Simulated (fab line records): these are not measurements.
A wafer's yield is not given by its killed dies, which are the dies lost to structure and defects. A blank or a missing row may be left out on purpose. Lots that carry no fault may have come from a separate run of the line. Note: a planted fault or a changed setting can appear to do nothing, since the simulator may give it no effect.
Which of the tools did it? -- flow n5-finfet -- 24 wafers from 9 lots sampled at 6 of the route's 1938 steps

== WHAT EACH GAUGE READ, for each wafer ==
N5_BEOL_M4_RC_MEAS_101. Usual: DIBL_N 36.8 mV/V, standard deviation 2.2; DIBL_P 37.0 mV/V, standard deviation 2.8; IOFF_N 0.18 nA/um, standard deviation 0.043; IOFF_P 0.23 nA/um, standard deviation 0.05; ION_N 680 uA/um, standard deviation 14; ION_P 466 uA/um, standard deviation 9.1; SS_N 71.7 mV/dec, standard deviation 0.74; SS_P 73.5 mV/dec, standard deviation 0.79; VT_N 248 mV, standard deviation 4; VT_P -249 mV, standard deviation 4.1.
lot,measured,on,DIBL_N (mV/V),DIBL_P (mV/V),IOFF_N (nA/um),IOFF_P (nA/um),ION_N (uA/um),ION_P (uA/um),SS_N (mV/dec),SS_P (mV/dec),VT_N (mV),VT_P (mV),flag
L566,day 8 01:04,prober-01,39.6 35.4 37.8,41.3 36.2 39.6,0.29 0.17 0.23,0.36 0.22 0.32,715 691 696,484 470 480,72.7 71.5 72.1,74.8 73.3 74.0,238 247 243,-241 -246 -242,
L569,day 9 11:35,prober-01,36.2 39.3 36.2,37.8 41.7 38.4,0.16 0.21 0.15,0.20 0.29 0.20,681 692 676,464 469 463,72.4 73.0 71.3,72.9 74.6 72.4,250 247 249,-251 -248 -251,
L573,day 10 14:59,prober-01,36.7 36.1 35.3,37.0 36.3 35.5,0.18 0.17 0.14,0.25 0.24 0.24,681 673 662,472 471 462,71.6 72.1 71.9,73.8 73.8 73.0,246 249 253,-245 -248 -246,
L577,day 11 07:29,prober-02,36.1 35.9 37.0,36.5 35.4 37.1,0.15 0.16 0.17,0.20 0.20 0.23,674 684 683,462 460 463,71.9 71.3 71.3,73.4 73.3 73.4,251 248 248,-251 -251 -248,
L579,day 11 13:53,prober-01,35.7 35.5,34.9 34.5,0.14 0.14,0.23 0.22,666 657,467 460,71.9 71.1,73.1 72.6,251 252,-247 -249,
L581,day 11 20:49,prober-02,38.1 36.5,35.3 32.5,0.18 0.13,0.24 0.19,688 666,475 464,72.0 71.9,73.1 72.2,249 253,-246 -252,
L585,day 13 03:29,prober-01,37.4 39.8 38.5,36.0 41.2 37.6,0.18 0.25 0.21,0.20 0.31 0.23,687 707 683,459 480 460,71.9 73.3 72.8,73.4 74.3 73.8,249 244 247,-252 -249 -250,
L586,day 13 10:34,prober-01,33.4 37.3 35.5,34.3 39.2 37.2,0.12 0.20 0.15,0.17 0.25 0.22,671 687 670,460 468 466,70.6 71.6 71.4,73.1 73.7 73.1,256 246 251,-255 -250 -250,
L587,day 13 11:31,prober-02,36.7 37.7,37.9 40.2,0.20 0.22,0.26 0.31,686 701,474 487,72.2 72.3,73.6 74.8,243 242,-244 -241,

N5_BEOL_M13_THK_MEAS_50: measures by xrf. Usual: for M13_THK the level is 422 nm and the standard deviation is 8.2.
lot,measured,on,M13_THK (nm),flag
L566,day 11 02:52,film-metro-02,441 418 442,
L569,day 12 18:37,film-metro-01,413 415 414,
L573,day 13 18:01,film-metro-01,416 418 419,
L577,day 14 08:14,film-metro-01,832 420 845,OFF
L579,day 14 16:11,film-metro-01,412 834,OFF
L581,day 15 02:43,film-metro-01,427 778,OFF
L585,day 16 06:02,film-metro-02,413 421 409,
L586,day 16 12:50,film-metro-02,418 422 416,
L587,day 16 15:08,film-metro-02,428 449,

N5_BEOL_M13_INSPECT_55: inspects for defects (darkfield). Usual: raw-defect-count at 70, with a standard deviation of 24.
lot,measured,on,raw-defect-count,flag
L566,day 11 03:01,defect-inspect-01,53 90 84,
L569,day 12 18:48,defect-inspect-02,58 64 78,
L573,day 13 18:10,defect-inspect-01,129 146 104,
L577,day 14 08:23,defect-inspect-02,3115 53 3171,OFF
L579,day 14 16:20,defect-inspect-01,61 3102,OFF
L581,day 15 02:52,defect-inspect-02,33 3100,OFF
L585,day 16 06:11,defect-inspect-01,98 65 66,
L586,day 16 12:59,defect-inspect-02,51 52 83,
L587,day 16 15:17,defect-inspect-02,66 65,

== TOOL THAT RAN EACH LOT (tool first, then ch and the chambers of the sampled wafers, then the start) ==
lot,N5_BEOL_M13_STRIP_37,N5_BEOL_M13_ETCH_38,N5_BEOL_M13_CMP_49
L566,"plasma-asher-01 ch 1, day 11 00:05","rie-diel-02 ch 0,2, day 11 01:20","cmp-03 ch 1,2,3, day 11 02:34"
L569,"plasma-asher-02 ch 0,1, day 12 14:22","rie-diel-02 ch 1,2,3, day 12 16:19","cmp-03 ch 0,2,3, day 12 18:23"
L573,"plasma-asher-01 ch 0,1, day 13 14:03","rie-diel-01 ch 0,1, day 13 15:41","cmp-03 ch 0,1,3, day 13 17:47"
L577,"plasma-asher-01 ch 0, day 14 06:25","rie-diel-01 ch 1,2, day 14 06:35","cmp-03 ch 0,2,3, day 14 07:59"
L579,"plasma-asher-01 ch 0,1, day 14 09:40","rie-diel-01 ch 1,3, day 14 13:46","cmp-03 ch 0,3, day 14 16:02"
L581,"plasma-asher-02 ch 0,1, day 14 23:07","rie-diel-01 ch 2,3, day 15 00:34","cmp-03 ch 0,1, day 15 02:30"
L585,"plasma-asher-02 ch 0,1, day 16 03:04","rie-diel-02 ch 1,2, day 16 04:16","cmp-02 ch 0,1,3, day 16 05:44"
L586,"plasma-asher-02 ch 0,1, day 16 09:08","rie-diel-02 ch 0,2,3, day 16 11:02","cmp-02 ch 0,1,3, day 16 12:34"
L587,"plasma-asher-02 ch 0,1, day 16 09:29","rie-diel-02 ch 0,2, day 16 13:29","cmp-01 ch 1,2, day 16 14:59"
- N5_BEOL_M13_STRIP_37: strips in N2/H2.
- N5_BEOL_M13_ETCH_38: etches SiCN in CF4/N2, target depth 67.5 nm, time 71.9 s.
- N5_BEOL_M13_CMP_49: polishes, stops on SiOC, t overpolish 17.1 s, target thk 420 nm.

== AS READ BY THE TOOLS THEMSELVES (means over the sampled wafers that have a number; for cases with no such wafer, the mark the record gives instead) ==
N5_BEOL_M13_STRIP_37. Usual: drypump-motor-current-A 5.68 A, standard deviation 0.057; heater-power-w 345 W, standard deviation 22; n2-flow-sccm 1750 sccm, standard deviation 5.2; oes-product-au 0.784 a.u., standard deviation 0.011.
lot,tool,drypump-motor-current-A (A),heater-power-w (W),n2-flow-sccm (sccm),oes-product-au (a.u.),flag
L566,plasma-asher-01,5.61,327,1743,0.789,
L569,plasma-asher-02,5.74,364,1746,0.780,
L573,plasma-asher-01,5.63,322,1754,0.785,
L577,plasma-asher-01,5.63,317,1750,0.776,
L579,plasma-asher-01,5.62,318,1756,0.786,
L581,plasma-asher-02,5.79,358,1747,0.784,
L585,plasma-asher-02,5.72,363,1754,0.779,
L586,plasma-asher-02,5.74,365,1754,0.788,
L587,plasma-asher-02,5.71,361,1752,0.784,

N5_BEOL_M13_ETCH_38. Usual: drypump-motor-current-A 5.8 A, standard deviation 0.4; n2-flow-sccm 59.97 sccm, standard deviation 0.19; oes-product-au 0.79 a.u., standard deviation 0.1; rf-vpp-V 382.4 V, standard deviation 1.7; showerhead-plenum-p-Torr 2.21 Torr, standard deviation 0.062; throttle-valve-pct 15.4 %, standard deviation 0.3.
lot,tool,drypump-motor-current-A (A),n2-flow-sccm (sccm),oes-product-au (a.u.),rf-vpp-V (V),showerhead-plenum-p-Torr (Torr),throttle-valve-pct (%),flag
L566,rie-diel-02,5.9,59.97,0.90,383.2,2.26,15.2,
L569,rie-diel-02,5.8,59.98,0.70,382.2,2.19,15.8,
L573,rie-diel-01,5.5,60.00,0.83,382.1,2.19,15.1,
L577,rie-diel-01,5.5,59.82,0.87,382.1,2.16,15.2,
L579,rie-diel-01,5.9,60.14,0.91,380.4,2.15,15.1,
L581,rie-diel-01,5.8,59.88,0.88,382.0,2.19,15.3,
L585,rie-diel-02,5.9,60.00,0.70,381.8,2.22,15.8,
L586,rie-diel-02,5.9,60.05,0.84,383.3,2.21,15.4,
L587,rie-diel-02,6.0,60.21,0.78,383.7,2.25,15.4,

N5_BEOL_M13_CMP_49. Usual: barrier-field-endpoint-s 30.0 s, standard deviation 1.1; clearing-platen-down-force-psi 1.5002 psi, standard deviation 0.003; motor-current-A 5.7 A, standard deviation 0.41; overpolish-run-s 17.100 s, standard deviation 0.0082.
lot,tool,barrier-field-endpoint-s (s),clearing-platen-down-force-psi (psi),motor-current-A (A),overpolish-run-s (s),flag
L566,cmp-03,29.6,1.5008,5.7,17.106,
L569,cmp-03,29.9,1.4981,5.5,17.102,
L573,cmp-03,30.3,1.5006,5.7,17.102,
L577,cmp-03,49.7,1.5018,5.7,6.749,OFF
L579,cmp-03,45.0,1.4990,6.1,8.761,OFF
L581,cmp-03,45.1,1.5011,5.8,9.778,OFF
L585,cmp-02,29.8,1.5001,5.7,17.106,
L586,cmp-02,30.3,1.4996,5.8,17.108,
L587,cmp-01,30.7,1.5009,5.8,17.102,

== THE ANSWER, worked out from the rows above alone ==
Rule: a lot counts as off when the mean over its wafers that have a number is more than 3 standard deviations away from the usual mean. A lot without any number at a reading at which 4 lots or more have one is off too. Any other lot the step has rows for is counted as sound. After the gauges, taken in route order, come the tools' own readings; for these a lot's mean is taken, as printed above. The first step at which some lot is off is used, and at that step the reading that is off furthest; a lot without a number counts as furthest.
Off: at N5_BEOL_M13_THK_MEAS_50 (M13_THK), L577, L579, L581.
If a tool, at a process step before that reading, ran all the lots that are off and no sound lot after the first of them, it fits. The gauges at N5_BEOL_M13_THK_MEAS_50 aren't tried: what is off there is off at N5_BEOL_M13_INSPECT_55 too, on other tools, and a gauge's error can't cause that. This does not decide it: 2 tools fit, namely rie-diel-01 at N5_BEOL_M13_ETCH_38 and cmp-03 at N5_BEOL_M13_CMP_49.

== WHAT THE SIMULATOR HAD INSERTED ==
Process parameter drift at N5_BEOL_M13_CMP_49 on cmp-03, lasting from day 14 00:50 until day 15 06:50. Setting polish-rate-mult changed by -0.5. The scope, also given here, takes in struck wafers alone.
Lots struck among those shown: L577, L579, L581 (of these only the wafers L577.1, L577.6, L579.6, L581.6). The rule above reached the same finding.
